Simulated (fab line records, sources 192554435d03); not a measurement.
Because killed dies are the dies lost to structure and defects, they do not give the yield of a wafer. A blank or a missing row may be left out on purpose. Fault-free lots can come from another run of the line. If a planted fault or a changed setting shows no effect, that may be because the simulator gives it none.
Which tool was responsible? || flow n5-finfet || 12 lots with 36 wafers sampled at 2 steps, on a route of 1938 steps

## WHAT THE GAUGES READ, wafer by wafer
N5_BEOL_M9_THK_MEAS_01. Usual: M9_ILD_THK gives 268 nm (standard deviation 3.2).
{"lot": "L418", "measured": "day 9 17:25", "on": "film-metro-02", "M9_ILD_THK (nm)": "263 264 265", "flag": ""}
{"lot": "L421", "measured": "day 10 07:07", "on": "film-metro-01", "M9_ILD_THK (nm)": "267 271 269", "flag": ""}
{"lot": "L423", "measured": "day 10 23:13", "on": "film-metro-02", "M9_ILD_THK (nm)": "266 267 269", "flag": ""}
{"lot": "L426", "measured": "day 11 08:12", "on": "film-metro-02", "M9_ILD_THK (nm)": "267 268 272", "flag": ""}
{"lot": "L425", "measured": "day 11 16:22", "on": "film-metro-01", "M9_ILD_THK (nm)": "267 268 271", "flag": ""}
{"lot": "L428", "measured": "day 11 17:57", "on": "film-metro-02", "M9_ILD_THK (nm)": "267 266 269", "flag": ""}
{"lot": "L429", "measured": "day 12 16:22", "on": "film-metro-02", "M9_ILD_THK (nm)": "265 265 271", "flag": ""}
{"lot": "L436", "measured": "day 14 07:07", "on": "film-metro-01", "M9_ILD_THK (nm)": "264 270 269", "flag": ""}
{"lot": "L435", "measured": "day 14 09:41", "on": "film-metro-01", "M9_ILD_THK (nm)": "265 263 269", "flag": ""}
{"lot": "L439", "measured": "day 15 01:15", "on": "film-metro-01", "M9_ILD_THK (nm)": "266 268 275", "flag": ""}
{"lot": "L440", "measured": "day 15 04:37", "on": "film-metro-01", "M9_ILD_THK (nm)": "268 266 268", "flag": ""}
{"lot": "L438", "measured": "day 15 06:38", "on": "film-metro-02", "M9_ILD_THK (nm)": "274 270 272", "flag": ""}

## WHICH TOOL RAN EACH LOT (tool, then ch and the chambers of the sampled wafers, then the start)
{"lot": "L418", "N5_BEOL_M9_CURE_71": "uv-cure-01 ch 0, day 9 17:04"}
{"lot": "L421", "N5_BEOL_M9_CURE_71": "uv-cure-03 ch 2, day 10 06:41"}
{"lot": "L423", "N5_BEOL_M9_CURE_71": "uv-cure-03 ch 0, day 10 22:47"}
{"lot": "L426", "N5_BEOL_M9_CURE_71": "uv-cure-01 ch 1, day 11 07:41"}
{"lot": "L425", "N5_BEOL_M9_CURE_71": "uv-cure-01 ch 1, day 11 15:56"}
{"lot": "L428", "N5_BEOL_M9_CURE_71": "uv-cure-01 ch 1, day 11 17:31"}
{"lot": "L429", "N5_BEOL_M9_CURE_71": "uv-cure-01 ch 1, day 12 15:56"}
{"lot": "L436", "N5_BEOL_M9_CURE_71": "uv-cure-01 ch 0, day 14 06:37"}
{"lot": "L435", "N5_BEOL_M9_CURE_71": "uv-cure-01 ch 1, day 14 09:10"}
{"lot": "L439", "N5_BEOL_M9_CURE_71": "uv-cure-01 ch 0, day 15 00:49"}
{"lot": "L440", "N5_BEOL_M9_CURE_71": "uv-cure-01 ch 1, day 15 04:20"}
{"lot": "L438", "N5_BEOL_M9_CURE_71": "uv-cure-02 ch 0, day 15 06:22"}
- N5_BEOL_M9_CURE_71: cures SiCOH lowk, time 240 s.

## WHAT THE TOOLS THEMSELVES READ (means of the sampled wafers that have a number; where no wafer has one, the mark that the record gives instead)
N5_BEOL_M9_CURE_71. Usual: lamp-power-pct 52.32 %, standard deviation 0.049; wafer_temp_C_max 386.6, standard deviation 0.74.
{"lot": "L418", "tool": "uv-cure-01", "lamp-power-pct (%)": 52.30, "wafer_temp_C_max": 386.7, "flag": ""}
{"lot": "L421", "tool": "uv-cure-03", "lamp-power-pct (%)": 52.32, "wafer_temp_C_max": 388.6, "flag": ""}
{"lot": "L423", "tool": "uv-cure-03", "lamp-power-pct (%)": 52.31, "wafer_temp_C_max": 386.4, "flag": ""}
{"lot": "L426", "tool": "uv-cure-01", "lamp-power-pct (%)": 52.34, "wafer_temp_C_max": 386.1, "flag": ""}
{"lot": "L425", "tool": "uv-cure-01", "lamp-power-pct (%)": 52.32, "wafer_temp_C_max": 385.9, "flag": ""}
{"lot": "L428", "tool": "uv-cure-01", "lamp-power-pct (%)": 52.32, "wafer_temp_C_max": 385.9, "flag": ""}
{"lot": "L429", "tool": "uv-cure-01", "lamp-power-pct (%)": 52.30, "wafer_temp_C_max": 386.2, "flag": ""}
{"lot": "L436", "tool": "uv-cure-01", "lamp-power-pct (%)": 52.27, "wafer_temp_C_max": 387.4, "flag": ""}
{"lot": "L435", "tool": "uv-cure-01", "lamp-power-pct (%)": 52.40, "wafer_temp_C_max": 386.3, "flag": ""}
{"lot": "L439", "tool": "uv-cure-01", "lamp-power-pct (%)": 52.29, "wafer_temp_C_max": 386.5, "flag": ""}
{"lot": "L440", "tool": "uv-cure-01", "lamp-power-pct (%)": 52.31, "wafer_temp_C_max": 386.2, "flag": ""}
{"lot": "L438", "tool": "uv-cure-02", "lamp-power-pct (%)": 52.36, "wafer_temp_C_max": 387.2, "flag": ""}

## THE ANSWER, worked out from the rows above alone
Rule: a lot is off if the mean of its wafers that have a number lies more than 3 standard deviations from the usual mean. A lot without any number at a reading at which 4 lots or more have one is off too. The other lots that the step has rows for count as sound. First the gauges in route order, then the tools' own readings, where a lot's mean is used as printed above. At the first step where some lot is off, the reading lying furthest off is the one used; lots without a number count as furthest.
None of the lots is off at any reading shown; this tells nothing.

## WHAT THE SIMULATOR HAD PUT IN
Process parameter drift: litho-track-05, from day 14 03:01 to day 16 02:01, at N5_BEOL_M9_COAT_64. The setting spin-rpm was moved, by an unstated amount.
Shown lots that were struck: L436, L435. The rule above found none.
